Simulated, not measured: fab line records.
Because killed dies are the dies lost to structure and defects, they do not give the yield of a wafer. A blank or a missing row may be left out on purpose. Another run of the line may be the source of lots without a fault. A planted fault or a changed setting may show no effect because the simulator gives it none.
fab line records || flow nand_harc || part 2 of 2: steps 25 to 35 of 35
record: {"lots": 5, "wafers": 15, "last_day": 24}
route steps=1159 shown A_ZERO_WELL@401 A_SOURCE_PLATE@413 A_ONON_D1@424
lots untouched by any fault: they come from a run of this same line in which no faults occurred
start_h: start of the lot's first displayed wafer, in hours after the record's first day || wait_h: hours from the lot's prior step to this one || " repeats the value in the row above || L1.1+2: a row that stands for several wafers || - no value, or no start given || * or withheld: withheld || < > ~ a bound
route shown NAME@n: a module of which the file shows steps, and the number in the route of the first || usual: mean and standard deviation over wafers with no fault || same: alike in all rows || chamber/n: place in a boat || sites: each site's reading || _std_site: standard deviation across them || _edge_site: outer sites' mean less inner sites' || radius_mm: for every site, how far away it sits from the centre of the wafer || mask NAME#n: copy n || behind: tool/chamber where the wafer was last shaped || hold: reason for holding the lot/hours on hold/outcome of the hold || device: whichever transistor did not switch (one of n, p or np) || end of line: tests of these same wafers at the route's end || a step without rows: its recipe alone || killed: not the wafer's yield, but the dies lost to structure and defects at the first sort || map: per-die view of a wafer (x killed, . not killed, _ where there is no die)
set.NAME: setting as actually run; set.NAME@STEP: the setting as run at that earlier step || model.NAME: the simulator's own value behind a step, which no gauge read
a table for each step, a row for each wafer; lots at some steps of the route
services: from which hour (start_h, from the record's first day; less than 0 if before it) a tool's chamber was out of use, for how many hours, and why
== steps ==
step: NHARC_A_ONON_D1_DEP_06
recipe: {"target_thk_a": 10000, "n2_flow_sccm": 2750, "n2o_flow_sccm": 2000, "nh3_flow_sccm": 500, "sih4_flow_sccm": 210, "temp_c": 400}
usual: {"n2_flow_sccm": "2750/8.5"}
{"lot.wafer": "L074.2", "tool": "pecvd_onon-01", "chamber": 0, "start_h": 151.41, "wait_h": 0.1, "n2_flow_sccm": 2758}
{"lot.wafer": "L074.3", "tool": "pecvd_onon-01", "chamber": 0, "start_h": 151.41, "wait_h": 0.1, "n2_flow_sccm": 2744}
{"lot.wafer": "L074.4", "tool": "pecvd_onon-01", "chamber": 0, "start_h": 151.41, "wait_h": 0.1, "n2_flow_sccm": 2751}
{"lot.wafer": "L080.2", "tool": "pecvd_onon-04", "chamber": 0, "start_h": 194.87, "wait_h": 0.1, "n2_flow_sccm": 2737}
{"lot.wafer": "L080.4", "tool": "pecvd_onon-04", "chamber": 0, "start_h": 194.87, "wait_h": 0.1, "n2_flow_sccm": 2740}
{"lot.wafer": "L080.6", "tool": "pecvd_onon-04", "chamber": 0, "start_h": 194.87, "wait_h": 0.1, "n2_flow_sccm": 2740}
{"lot.wafer": "L086.3", "tool": "pecvd_onon-02", "chamber": 0, "start_h": 233.64, "wait_h": 0.2, "n2_flow_sccm": 2758}
{"lot.wafer": "L086.4", "tool": "pecvd_onon-02", "chamber": 0, "start_h": 233.64, "wait_h": 0.2, "n2_flow_sccm": 2766}
{"lot.wafer": "L086.6", "tool": "pecvd_onon-02", "chamber": 0, "start_h": 233.64, "wait_h": 0.2, "n2_flow_sccm": 2757}
{"lot.wafer": "L089.2", "tool": "pecvd_onon-02", "chamber": 0, "start_h": 253.54, "wait_h": 0.1, "n2_flow_sccm": 2751}
{"lot.wafer": "L089.3", "tool": "pecvd_onon-02", "chamber": 0, "start_h": 253.54, "wait_h": 0.1, "n2_flow_sccm": 2746}
{"lot.wafer": "L089.5", "tool": "pecvd_onon-02", "chamber": 0, "start_h": 253.54, "wait_h": 0.1, "n2_flow_sccm": 2760}
{"lot.wafer": "L095.2", "tool": "pecvd_onon-02", "chamber": 0, "start_h": 279.50, "wait_h": 0.1, "n2_flow_sccm": 2753}
{"lot.wafer": "L095.4", "tool": "pecvd_onon-02", "chamber": 0, "start_h": 279.50, "wait_h": 0.1, "n2_flow_sccm": 2765}
{"lot.wafer": "L095.5", "tool": "pecvd_onon-02", "chamber": 0, "start_h": 279.50, "wait_h": 0.1, "n2_flow_sccm": 2759}
step: NHARC_A_ONON_D1_THK_MEAS_08
recipe: {"thk_meas_gauge": "ellipsometry"}
usual: {"thk_nm": "998/9.3"}
{"lot.wafer": "L074.2", "tool": "film_metro-01", "chamber": "-", "start_h": 151.88, "wait_h": "-", "thk_nm": 995}
{"lot.wafer": "L074.3", "tool": "film_metro-01", "chamber": "-", "start_h": 151.88, "wait_h": "-", "thk_nm": 998}
{"lot.wafer": "L074.4", "tool": "film_metro-01", "chamber": "-", "start_h": 151.88, "wait_h": "-", "thk_nm": 996}
{"lot.wafer": "L080.2", "tool": "film_metro-02", "chamber": "-", "start_h": 195.33, "wait_h": "-", "thk_nm": 997}
{"lot.wafer": "L080.4", "tool": "film_metro-02", "chamber": "-", "start_h": 195.33, "wait_h": "-", "thk_nm": 998}
{"lot.wafer": "L080.6", "tool": "film_metro-02", "chamber": "-", "start_h": 195.33, "wait_h": "-", "thk_nm": 996}
{"lot.wafer": "L086.3", "tool": "film_metro-01", "chamber": "-", "start_h": 234.04, "wait_h": "-", "thk_nm": 1006}
{"lot.wafer": "L086.4", "tool": "film_metro-01", "chamber": "-", "start_h": 234.04, "wait_h": "-", "thk_nm": 1009}
{"lot.wafer": "L086.6", "tool": "film_metro-01", "chamber": "-", "start_h": 234.04, "wait_h": "-", "thk_nm": 1006}
{"lot.wafer": "L089.2", "tool": "film_metro-02", "chamber": "-", "start_h": 254.00, "wait_h": "-", "thk_nm": 1007}
{"lot.wafer": "L089.3", "tool": "film_metro-02", "chamber": "-", "start_h": 254.00, "wait_h": "-", "thk_nm": 1008}
{"lot.wafer": "L089.5", "tool": "film_metro-02", "chamber": "-", "start_h": 254.00, "wait_h": "-", "thk_nm": 1006}
{"lot.wafer": "L095.2", "tool": "film_metro-02", "chamber": "-", "start_h": 279.96, "wait_h": "-", "thk_nm": 1000}
{"lot.wafer": "L095.4", "tool": "film_metro-02", "chamber": "-", "start_h": 279.96, "wait_h": "-", "thk_nm": 1001}
{"lot.wafer": "L095.5", "tool": "film_metro-02", "chamber": "-", "start_h": 279.96, "wait_h": "-", "thk_nm": 1000}
step: NHARC_A_ONON_D1_DEP_09
recipe: {"target_thk_a": 10000, "n2_flow_sccm": 2750, "n2o_flow_sccm": 2000, "nh3_flow_sccm": 500, "sih4_flow_sccm": 210, "temp_c": 400}
usual: {"n2_flow_sccm": "2749/8"}
{"lot.wafer": "L074.2", "tool": "pecvd_onon-01", "chamber": 0, "start_h": 152.00, "wait_h": 0.1, "n2_flow_sccm": 2733}
{"lot.wafer": "L074.3", "tool": "pecvd_onon-01", "chamber": 0, "start_h": 152.00, "wait_h": 0.1, "n2_flow_sccm": 2736}
{"lot.wafer": "L074.4", "tool": "pecvd_onon-01", "chamber": 0, "start_h": 152.00, "wait_h": 0.1, "n2_flow_sccm": 2729}
{"lot.wafer": "L080.2", "tool": "pecvd_onon-02", "chamber": 0, "start_h": 195.44, "wait_h": 0.1, "n2_flow_sccm": 2753}
{"lot.wafer": "L080.4", "tool": "pecvd_onon-02", "chamber": 0, "start_h": 195.44, "wait_h": 0.1, "n2_flow_sccm": 2745}
{"lot.wafer": "L080.6", "tool": "pecvd_onon-02", "chamber": 0, "start_h": 195.44, "wait_h": 0.1, "n2_flow_sccm": 2757}
{"lot.wafer": "L086.3", "tool": "pecvd_onon-04", "chamber": 0, "start_h": 234.21, "wait_h": 0.2, "n2_flow_sccm": 2755}
{"lot.wafer": "L086.4", "tool": "pecvd_onon-04", "chamber": 0, "start_h": 234.21, "wait_h": 0.2, "n2_flow_sccm": 2759}
{"lot.wafer": "L086.6", "tool": "pecvd_onon-04", "chamber": 0, "start_h": 234.21, "wait_h": 0.2, "n2_flow_sccm": 2764}
{"lot.wafer": "L089.2", "tool": "pecvd_onon-04", "chamber": 0, "start_h": 254.11, "wait_h": 0.1, "n2_flow_sccm": 2754}
{"lot.wafer": "L089.3", "tool": "pecvd_onon-04", "chamber": 0, "start_h": 254.11, "wait_h": 0.1, "n2_flow_sccm": 2747}
{"lot.wafer": "L089.5", "tool": "pecvd_onon-04", "chamber": 0, "start_h": 254.11, "wait_h": 0.1, "n2_flow_sccm": 2756}
{"lot.wafer": "L095.2", "tool": "pecvd_onon-04", "chamber": 0, "start_h": 280.08, "wait_h": 0.1, "n2_flow_sccm": 2749}
{"lot.wafer": "L095.4", "tool": "pecvd_onon-04", "chamber": 0, "start_h": 280.08, "wait_h": 0.1, "n2_flow_sccm": 2753}
{"lot.wafer": "L095.5", "tool": "pecvd_onon-04", "chamber": 0, "start_h": 280.08, "wait_h": 0.1, "n2_flow_sccm": 2742}
step: NHARC_A_ONON_D1_THK_MEAS_11
recipe: {"thk_meas_gauge": "ellipsometry"}
usual: {"thk_nm": "1003/11"}
{"lot.wafer": "L074.2", "tool": "film_metro-01", "chamber": "-", "start_h": 152.45, "wait_h": "-", "thk_nm": 1027}
{"lot.wafer": "L074.3", "tool": "film_metro-01", "chamber": "-", "start_h": 152.45, "wait_h": "-", "thk_nm": 1025}
{"lot.wafer": "L074.4", "tool": "film_metro-01", "chamber": "-", "start_h": 152.45, "wait_h": "-", "thk_nm": 1026}
{"lot.wafer": "L080.2", "tool": "film_metro-02", "chamber": "-", "start_h": 195.90, "wait_h": "-", "thk_nm": 1005}
{"lot.wafer": "L080.4", "tool": "film_metro-02", "chamber": "-", "start_h": 195.90, "wait_h": "-", "thk_nm": 1005}
{"lot.wafer": "L080.6", "tool": "film_metro-02", "chamber": "-", "start_h": 195.90, "wait_h": "-", "thk_nm": 1006}
{"lot.wafer": "L086.3", "tool": "film_metro-02", "chamber": "-", "start_h": 234.61, "wait_h": "-", "thk_nm": 1003}
{"lot.wafer": "L086.4", "tool": "film_metro-02", "chamber": "-", "start_h": 234.61, "wait_h": "-", "thk_nm": 1004}
{"lot.wafer": "L086.6", "tool": "film_metro-02", "chamber": "-", "start_h": 234.61, "wait_h": "-", "thk_nm": 1003}
{"lot.wafer": "L089.2", "tool": "film_metro-02", "chamber": "-", "start_h": 254.57, "wait_h": "-", "thk_nm": 1004}
{"lot.wafer": "L089.3", "tool": "film_metro-02", "chamber": "-", "start_h": 254.57, "wait_h": "-", "thk_nm": 1003}
{"lot.wafer": "L089.5", "tool": "film_metro-02", "chamber": "-", "start_h": 254.57, "wait_h": "-", "thk_nm": 1002}
{"lot.wafer": "L095.2", "tool": "film_metro-01", "chamber": "-", "start_h": 280.53, "wait_h": "-", "thk_nm": 1013}
{"lot.wafer": "L095.4", "tool": "film_metro-01", "chamber": "-", "start_h": 280.53, "wait_h": "-", "thk_nm": 1014}
{"lot.wafer": "L095.5", "tool": "film_metro-01", "chamber": "-", "start_h": 280.53, "wait_h": "-", "thk_nm": 1015}
step: NHARC_A_ONON_D1_DEP_12
recipe: {"target_thk_a": 10000, "n2_flow_sccm": 2750, "n2o_flow_sccm": 2000, "nh3_flow_sccm": 500, "sih4_flow_sccm": 210, "temp_c": 400}
usual: {"n2_flow_sccm": "2750/8.5"}
{"lot.wafer": "L074.2", "tool": "pecvd_onon-01", "chamber": 0, "start_h": 152.57, "wait_h": 0.1, "n2_flow_sccm": 2745}
{"lot.wafer": "L074.3", "tool": "pecvd_onon-01", "chamber": 0, "start_h": 152.57, "wait_h": 0.1, "n2_flow_sccm": 2746}
{"lot.wafer": "L074.4", "tool": "pecvd_onon-01", "chamber": 0, "start_h": 152.57, "wait_h": 0.1, "n2_flow_sccm": 2751}
{"lot.wafer": "L080.2", "tool": "pecvd_onon-04", "chamber": 0, "start_h": 196.01, "wait_h": 0.1, "n2_flow_sccm": 2759}
{"lot.wafer": "L080.4", "tool": "pecvd_onon-04", "chamber": 0, "start_h": 196.01, "wait_h": 0.1, "n2_flow_sccm": 2746}
{"lot.wafer": "L080.6", "tool": "pecvd_onon-04", "chamber": 0, "start_h": 196.01, "wait_h": 0.1, "n2_flow_sccm": 2752}
{"lot.wafer": "L086.3", "tool": "pecvd_onon-01", "chamber": 0, "start_h": 234.78, "wait_h": 0.2, "n2_flow_sccm": 2748}
{"lot.wafer": "L086.4", "tool": "pecvd_onon-01", "chamber": 0, "start_h": 234.78, "wait_h": 0.2, "n2_flow_sccm": 2740}
{"lot.wafer": "L086.6", "tool": "pecvd_onon-01", "chamber": 0, "start_h": 234.78, "wait_h": 0.2, "n2_flow_sccm": 2733}
{"lot.wafer": "L089.2", "tool": "pecvd_onon-01", "chamber": 0, "start_h": 254.69, "wait_h": 0.1, "n2_flow_sccm": 2751}
{"lot.wafer": "L089.3", "tool": "pecvd_onon-01", "chamber": 0, "start_h": 254.69, "wait_h": 0.1, "n2_flow_sccm": 2752}
{"lot.wafer": "L089.5", "tool": "pecvd_onon-01", "chamber": 0, "start_h": 254.69, "wait_h": 0.1, "n2_flow_sccm": 2746}
{"lot.wafer": "L095.2", "tool": "pecvd_onon-02", "chamber": 0, "start_h": 280.65, "wait_h": 0.1, "n2_flow_sccm": 2750}
{"lot.wafer": "L095.4", "tool": "pecvd_onon-02", "chamber": 0, "start_h": 280.65, "wait_h": 0.1, "n2_flow_sccm": 2739}
{"lot.wafer": "L095.5", "tool": "pecvd_onon-02", "chamber": 0, "start_h": 280.65, "wait_h": 0.1, "n2_flow_sccm": 2743}
step: NHARC_A_ONON_D1_THK_MEAS_14
recipe: {"thk_meas_gauge": "ellipsometry"}
usual: {"thk_nm": "1002/9.5"}
{"lot.wafer": "L074.2", "tool": "film_metro-01", "chamber": "-", "start_h": 153.02, "wait_h": "-", "thk_nm": 1000}
{"lot.wafer": "L074.3", "tool": "film_metro-01", "chamber": "-", "start_h": 153.02, "wait_h": "-", "thk_nm": 1003}
{"lot.wafer": "L074.4", "tool": "film_metro-01", "chamber": "-", "start_h": 153.02, "wait_h": "-", "thk_nm": 1001}
{"lot.wafer": "L080.2", "tool": "film_metro-01", "chamber": "-", "start_h": 196.46, "wait_h": "-", "thk_nm": 1002}
{"lot.wafer": "L080.4", "tool": "film_metro-01", "chamber": "-", "start_h": 196.46, "wait_h": "-", "thk_nm": 1004}
{"lot.wafer": "L080.6", "tool": "film_metro-01", "chamber": "-", "start_h": 196.46, "wait_h": "-", "thk_nm": 1001}
{"lot.wafer": "L086.3", "tool": "film_metro-02", "chamber": "-", "start_h": 235.17, "wait_h": "-", "thk_nm": 995}
{"lot.wafer": "L086.4", "tool": "film_metro-02", "chamber": "-", "start_h": 235.17, "wait_h": "-", "thk_nm": 994}
{"lot.wafer": "L086.6", "tool": "film_metro-02", "chamber": "-", "start_h": 235.17, "wait_h": "-", "thk_nm": 996}
{"lot.wafer": "L089.2", "tool": "film_metro-02", "chamber": "-", "start_h": 255.15, "wait_h": "-", "thk_nm": 998}
{"lot.wafer": "L089.3", "tool": "film_metro-02", "chamber": "-", "start_h": 255.15, "wait_h": "-", "thk_nm": 997}
{"lot.wafer": "L089.5", "tool": "film_metro-02", "chamber": "-", "start_h": 255.15, "wait_h": "-", "thk_nm": 996}
{"lot.wafer": "L095.2", "tool": "film_metro-02", "chamber": "-", "start_h": 281.10, "wait_h": "-", "thk_nm": 1001}
{"lot.wafer": "L095.4", "tool": "film_metro-02", "chamber": "-", "start_h": 281.10, "wait_h": "-", "thk_nm": 998}
{"lot.wafer": "L095.5", "tool": "film_metro-02", "chamber": "-", "start_h": 281.10, "wait_h": "-", "thk_nm": 1001}
step: NHARC_A_ONON_D1_ANNEAL_15
recipe: {"temp_c": 750, "time_s": 3600}
usual: {"spike_tc_bottom_C": "772.5/1.6", "zone_power_bottom_pct": "18.2/2.4", "zone_power_top_pct": "23.5/2.1"}
{"lot.wafer": "L074.2", "tool": "furnace-06", "chamber": 0, "start_h": 157.89, "wait_h": 4.9, "spike_tc_bottom_C": 772.0, "zone_power_bottom_pct": 16.8, "zone_power_top_pct": 22.3}
{"lot.wafer": "L074.3", "tool": "furnace-06", "chamber": 0, "start_h": 157.89, "wait_h": 4.9, "spike_tc_bottom_C": 771.7, "zone_power_bottom_pct": 16.8, "zone_power_top_pct": 22.3}
{"lot.wafer": "L074.4", "tool": "furnace-06", "chamber": 0, "start_h": 157.89, "wait_h": 4.9, "spike_tc_bottom_C": 769.1, "zone_power_bottom_pct": 16.7, "zone_power_top_pct": 22.2}
{"lot.wafer": "L080.2", "tool": "furnace-07", "chamber": 0, "start_h": 209.88, "wait_h": 13.4, "spike_tc_bottom_C": 775.2, "zone_power_bottom_pct": 23.2, "zone_power_top_pct": 27.7}
{"lot.wafer": "L080.4", "tool": "furnace-07", "chamber": 0, "start_h": 209.88, "wait_h": 13.4, "spike_tc_bottom_C": 775.8, "zone_power_bottom_pct": 22.1, "zone_power_top_pct": 27.4}
{"lot.wafer": "L080.6", "tool": "furnace-07", "chamber": 0, "start_h": 209.88, "wait_h": 13.4, "spike_tc_bottom_C": 774.0, "zone_power_bottom_pct": 22.5, "zone_power_top_pct": 27.7}
{"lot.wafer": "L086.3", "tool": "furnace-06", "chamber": 0, "start_h": 238.84, "wait_h": 3.7, "spike_tc_bottom_C": 771.8, "zone_power_bottom_pct": 16.6, "zone_power_top_pct": 22.0}
{"lot.wafer": "L086.4", "tool": "furnace-06", "chamber": 0, "start_h": 238.84, "wait_h": 3.7, "spike_tc_bottom_C": 772.2, "zone_power_bottom_pct": 16.7, "zone_power_top_pct": 22.8}
{"lot.wafer": "L086.6", "tool": "furnace-06", "chamber": 0, "start_h": 238.84, "wait_h": 3.7, "spike_tc_bottom_C": 771.4, "zone_power_bottom_pct": 16.9, "zone_power_top_pct": 22.0}
{"lot.wafer": "L089.2", "tool": "furnace-06", "chamber": 0, "start_h": 257.83, "wait_h": 2.7, "spike_tc_bottom_C": 772.7, "zone_power_bottom_pct": 16.8, "zone_power_top_pct": 22.2}
{"lot.wafer": "L089.3", "tool": "furnace-06", "chamber": 0, "start_h": 257.83, "wait_h": 2.7, "spike_tc_bottom_C": 771.9, "zone_power_bottom_pct": 16.7, "zone_power_top_pct": 21.9}
{"lot.wafer": "L089.5", "tool": "furnace-06", "chamber": 0, "start_h": 257.83, "wait_h": 2.7, "spike_tc_bottom_C": 771.5, "zone_power_bottom_pct": 16.6, "zone_power_top_pct": 22.1}
{"lot.wafer": "L095.2", "tool": "furnace-06", "chamber": 0, "start_h": 283.81, "wait_h": 2.7, "spike_tc_bottom_C": 772.5, "zone_power_bottom_pct": 17.2, "zone_power_top_pct": 22.1}
{"lot.wafer": "L095.4", "tool": "furnace-06", "chamber": 0, "start_h": 283.81, "wait_h": 2.7, "spike_tc_bottom_C": 772.1, "zone_power_bottom_pct": 17.0, "zone_power_top_pct": 22.2}
{"lot.wafer": "L095.5", "tool": "furnace-06", "chamber": 0, "start_h": 283.81, "wait_h": 2.7, "spike_tc_bottom_C": 772.0, "zone_power_bottom_pct": 16.7, "zone_power_top_pct": 22.4}
step: NHARC_A_ONON_D1_DEP_16
recipe: {"target_thk_a": 10000, "n2_flow_sccm": 2750, "n2o_flow_sccm": 2000, "nh3_flow_sccm": 500, "sih4_flow_sccm": 210, "temp_c": 400}
usual: {"n2_flow_sccm": "2752/7.9"}
{"lot.wafer": "L074.2", "tool": "pecvd_onon-04", "chamber": 0, "start_h": 161.85, "wait_h": 0.1, "n2_flow_sccm": 2761}
{"lot.wafer": "L074.3", "tool": "pecvd_onon-04", "chamber": 0, "start_h": 161.85, "wait_h": 0.1, "n2_flow_sccm": 2749}
{"lot.wafer": "L074.4", "tool": "pecvd_onon-04", "chamber": 0, "start_h": 161.85, "wait_h": 0.1, "n2_flow_sccm": 2773}
{"lot.wafer": "L080.2", "tool": "pecvd_onon-02", "chamber": 0, "start_h": 213.82, "wait_h": 0.1, "n2_flow_sccm": 2744}
{"lot.wafer": "L080.4", "tool": "pecvd_onon-02", "chamber": 0, "start_h": 213.82, "wait_h": 0.1, "n2_flow_sccm": 2745}
{"lot.wafer": "L080.6", "tool": "pecvd_onon-02", "chamber": 0, "start_h": 213.82, "wait_h": 0.1, "n2_flow_sccm": 2758}
{"lot.wafer": "L086.3", "tool": "pecvd_onon-02", "chamber": 0, "start_h": 242.85, "wait_h": 0.2, "n2_flow_sccm": 2757}
{"lot.wafer": "L086.4", "tool": "pecvd_onon-02", "chamber": 0, "start_h": 242.85, "wait_h": 0.2, "n2_flow_sccm": 2758}
{"lot.wafer": "L086.6", "tool": "pecvd_onon-02", "chamber": 0, "start_h": 242.85, "wait_h": 0.2, "n2_flow_sccm": 2757}
{"lot.wafer": "L089.2", "tool": "pecvd_onon-04", "chamber": 0, "start_h": 261.75, "wait_h": 0.1, "n2_flow_sccm": 2737}
{"lot.wafer": "L089.3", "tool": "pecvd_onon-04", "chamber": 0, "start_h": 261.75, "wait_h": 0.1, "n2_flow_sccm": 2747}
{"lot.wafer": "L089.5", "tool": "pecvd_onon-04", "chamber": 0, "start_h": 261.75, "wait_h": 0.1, "n2_flow_sccm": 2746}
{"lot.wafer": "L095.2", "tool": "pecvd_onon-04", "chamber": 0, "start_h": 287.78, "wait_h": 0.1, "n2_flow_sccm": 2753}
{"lot.wafer": "L095.4", "tool": "pecvd_onon-04", "chamber": 0, "start_h": 287.78, "wait_h": 0.1, "n2_flow_sccm": 2743}
{"lot.wafer": "L095.5", "tool": "pecvd_onon-04", "chamber": 0, "start_h": 287.78, "wait_h": 0.1, "n2_flow_sccm": 2752}
step: NHARC_A_ONON_D1_THK_MEAS_18
recipe: {"thk_meas_gauge": "ellipsometry"}
usual: {"thk_nm": "999/11"}
{"lot.wafer": "L074.2", "tool": "film_metro-02", "chamber": "-", "start_h": 162.31, "wait_h": "-", "thk_nm": 980}
{"lot.wafer": "L074.3", "tool": "film_metro-02", "chamber": "-", "start_h": 162.31, "wait_h": "-", "thk_nm": 981}
{"lot.wafer": "L074.4", "tool": "film_metro-02", "chamber": "-", "start_h": 162.31, "wait_h": "-", "thk_nm": 980}
{"lot.wafer": "L080.2", "tool": "film_metro-02", "chamber": "-", "start_h": 214.27, "wait_h": "-", "thk_nm": 1011}
{"lot.wafer": "L080.4", "tool": "film_metro-02", "chamber": "-", "start_h": 214.27, "wait_h": "-", "thk_nm": 1013}
{"lot.wafer": "L080.6", "tool": "film_metro-02", "chamber": "-", "start_h": 214.27, "wait_h": "-", "thk_nm": 1011}
{"lot.wafer": "L086.3", "tool": "film_metro-01", "chamber": "-", "start_h": 243.25, "wait_h": "-", "thk_nm": 1018}
{"lot.wafer": "L086.4", "tool": "film_metro-01", "chamber": "-", "start_h": 243.25, "wait_h": "-", "thk_nm": 1017}
{"lot.wafer": "L086.6", "tool": "film_metro-01", "chamber": "-", "start_h": 243.25, "wait_h": "-", "thk_nm": 1018}
{"lot.wafer": "L089.2", "tool": "film_metro-02", "chamber": "-", "start_h": 262.20, "wait_h": "-", "thk_nm": 1011}
{"lot.wafer": "L089.3", "tool": "film_metro-02", "chamber": "-", "start_h": 262.20, "wait_h": "-", "thk_nm": 1013}
{"lot.wafer": "L089.5", "tool": "film_metro-02", "chamber": "-", "start_h": 262.20, "wait_h": "-", "thk_nm": 1013}
{"lot.wafer": "L095.2", "tool": "film_metro-01", "chamber": "-", "start_h": 288.24, "wait_h": "-", "thk_nm": 994}
{"lot.wafer": "L095.4", "tool": "film_metro-01", "chamber": "-", "start_h": 288.24, "wait_h": "-", "thk_nm": 996}
{"lot.wafer": "L095.5", "tool": "film_metro-01", "chamber": "-", "start_h": 288.24, "wait_h": "-", "thk_nm": 992}
step: NHARC_A_ONON_D1_DEP_19
recipe: {"target_thk_a": 10000, "n2_flow_sccm": 2750, "n2o_flow_sccm": 2000, "nh3_flow_sccm": 500, "sih4_flow_sccm": 210, "temp_c": 400}
usual: {"n2_flow_sccm": "2750/7.6"}
{"lot.wafer": "L074.2", "tool": "pecvd_onon-04", "chamber": 0, "start_h": 162.42, "wait_h": 0.1, "n2_flow_sccm": 2753}
{"lot.wafer": "L074.3", "tool": "pecvd_onon-04", "chamber": 0, "start_h": 162.42, "wait_h": 0.1, "n2_flow_sccm": 2746}
{"lot.wafer": "L074.4", "tool": "pecvd_onon-04", "chamber": 0, "start_h": 162.42, "wait_h": 0.1, "n2_flow_sccm": 2752}
{"lot.wafer": "L080.2", "tool": "pecvd_onon-04", "chamber": 0, "start_h": 214.38, "wait_h": 0.1, "n2_flow_sccm": 2745}
{"lot.wafer": "L080.4", "tool": "pecvd_onon-04", "chamber": 0, "start_h": 214.38, "wait_h": 0.1, "n2_flow_sccm": 2752}
{"lot.wafer": "L080.6", "tool": "pecvd_onon-04", "chamber": 0, "start_h": 214.38, "wait_h": 0.1, "n2_flow_sccm": 2744}
{"lot.wafer": "L086.3", "tool": "pecvd_onon-02", "chamber": 0, "start_h": 243.56, "wait_h": 0.3, "n2_flow_sccm": 2750}
{"lot.wafer": "L086.4", "tool": "pecvd_onon-02", "chamber": 0, "start_h": 243.56, "wait_h": 0.3, "n2_flow_sccm": 2757}
{"lot.wafer": "L086.6", "tool": "pecvd_onon-02", "chamber": 0, "start_h": 243.56, "wait_h": 0.3, "n2_flow_sccm": 2742}
{"lot.wafer": "L089.2", "tool": "pecvd_onon-01", "chamber": 0, "start_h": 262.32, "wait_h": 0.1, "n2_flow_sccm": 2747}
{"lot.wafer": "L089.3", "tool": "pecvd_onon-01", "chamber": 0, "start_h": 262.32, "wait_h": 0.1, "n2_flow_sccm": 2748}
{"lot.wafer": "L089.5", "tool": "pecvd_onon-01", "chamber": 0, "start_h": 262.32, "wait_h": 0.1, "n2_flow_sccm": 2753}
{"lot.wafer": "L095.2", "tool": "pecvd_onon-01", "chamber": 0, "start_h": 288.35, "wait_h": 0.1, "n2_flow_sccm": 2750}
{"lot.wafer": "L095.4", "tool": "pecvd_onon-01", "chamber": 0, "start_h": 288.35, "wait_h": 0.1, "n2_flow_sccm": 2746}
{"lot.wafer": "L095.5", "tool": "pecvd_onon-01", "chamber": 0, "start_h": 288.35, "wait_h": 0.1, "n2_flow_sccm": 2745}
step: NHARC_A_ONON_D1_THK_MEAS_21
recipe: {"thk_meas_gauge": "ellipsometry"}
usual: {"thk_nm": "1004/8.5"}
{"lot.wafer": "L074.2", "tool": "film_metro-02", "chamber": "-", "start_h": 162.87, "wait_h": "-", "thk_nm": 1009}
{"lot.wafer": "L074.3", "tool": "film_metro-02", "chamber": "-", "start_h": 162.87, "wait_h": "-", "thk_nm": 1012}
{"lot.wafer": "L074.4", "tool": "film_metro-02", "chamber": "-", "start_h": 162.87, "wait_h": "-", "thk_nm": 1011}
{"lot.wafer": "L080.2", "tool": "film_metro-01", "chamber": "-", "start_h": 214.83, "wait_h": "-", "thk_nm": 991}
{"lot.wafer": "L080.4", "tool": "film_metro-01", "chamber": "-", "start_h": 214.83, "wait_h": "-", "thk_nm": 993}
{"lot.wafer": "L080.6", "tool": "film_metro-01", "chamber": "-", "start_h": 214.83, "wait_h": "-", "thk_nm": 992}
{"lot.wafer": "L086.3", "tool": "film_metro-02", "chamber": "-", "start_h": 243.95, "wait_h": "-", "thk_nm": 996}
{"lot.wafer": "L086.4", "tool": "film_metro-02", "chamber": "-", "start_h": 243.95, "wait_h": "-", "thk_nm": 995}
{"lot.wafer": "L086.6", "tool": "film_metro-02", "chamber": "-", "start_h": 243.95, "wait_h": "-", "thk_nm": 997}
{"lot.wafer": "L089.2", "tool": "film_metro-02", "chamber": "-", "start_h": 262.77, "wait_h": "-", "thk_nm": 1010}
{"lot.wafer": "L089.3", "tool": "film_metro-02", "chamber": "-", "start_h": 262.77, "wait_h": "-", "thk_nm": 1011}
{"lot.wafer": "L089.5", "tool": "film_metro-02", "chamber": "-", "start_h": 262.77, "wait_h": "-", "thk_nm": 1011}
{"lot.wafer": "L095.2", "tool": "film_metro-01", "chamber": "-", "start_h": 288.80, "wait_h": "-", "thk_nm": 1001}
{"lot.wafer": "L095.4", "tool": "film_metro-01", "chamber": "-", "start_h": 288.80, "wait_h": "-", "thk_nm": 1000}
{"lot.wafer": "L095.5", "tool": "film_metro-01", "chamber": "-", "start_h": 288.80, "wait_h": "-", "thk_nm": 999}
== services ==
{"tool": "wet_bench-09", "chamber": "-", "start_h": 104.44, "hours": 2.1, "kind": "repair"}
{"tool": "furnace-02", "chamber": "-", "start_h": 108.47, "hours": 26.0, "kind": "pm"}
{"tool": "rie_si-03", "chamber": 3, "start_h": 111.28, "hours": 12.5, "kind": "repair"}
{"tool": "pecvd_onon-02", "chamber": "-", "start_h": 111.33, "hours": 13.0, "kind": "pm"}
{"tool": "wet_bench-09", "chamber": "-", "start_h": 112.80, "hours": 8.0, "kind": "pm"}
{"tool": "rie_si-02", "chamber": 1, "start_h": 118.35, "hours": 6.0, "kind": "repair"}
{"tool": "rie_diel-03", "chamber": 2, "start_h": 125.52, "hours": 20.1, "kind": "repair"}
{"tool": "wet_bench-06", "chamber": "-", "start_h": 129.60, "hours": 8.0, "kind": "pm"}
{"tool": "rie_diel-01", "chamber": "-", "start_h": 137.81, "hours": 9.0, "kind": "pm"}
{"tool": "wet_bench-03", "chamber": "-", "start_h": 146.40, "hours": 8.0, "kind": "pm"}
{"tool": "litho_track-02", "chamber": "-", "start_h": 165.00, "hours": 7.0, "kind": "pm"}
{"tool": "wet_bench-05", "chamber": "-", "start_h": 168.44, "hours": 1.6, "kind": "repair"}
{"tool": "pvd_sputter-03", "chamber": "-", "start_h": 184.24, "hours": 3.6, "kind": "repair"}
{"tool": "implanter-02", "chamber": "-", "start_h": 184.25, "hours": 1.6, "kind": "repair"}
{"tool": "pecvd_onon-01", "chamber": "-", "start_h": 195.24, "hours": 13.0, "kind": "pm"}
{"tool": "furnace-02", "chamber": "-", "start_h": 195.56, "hours": 8.0, "kind": "repair"}
{"tool": "wet_bench-05", "chamber": "-", "start_h": 196.80, "hours": 8.0, "kind": "pm"}
{"tool": "furnace-06", "chamber": "-", "start_h": 199.39, "hours": 26.0, "kind": "pm"}
{"tool": "pvd_sputter-03", "chamber": "-", "start_h": 204.25, "hours": 5.1, "kind": "repair"}
{"tool": "rie_diel-03", "chamber": "-", "start_h": 215.30, "hours": 9.0, "kind": "pm"}
{"tool": "pecvd_onon-04", "chamber": "-", "start_h": 237.01, "hours": 13.0, "kind": "pm"}
{"tool": "rie_diel-01", "chamber": 0, "start_h": 242.21, "hours": 10.2, "kind": "repair"}
{"tool": "lpcvd_poly-03", "chamber": "-", "start_h": 271.82, "hours": 5.2, "kind": "repair"}
{"tool": "pvd_sputter-03", "chamber": "-", "start_h": 280.02, "hours": 10.0, "kind": "pm"}
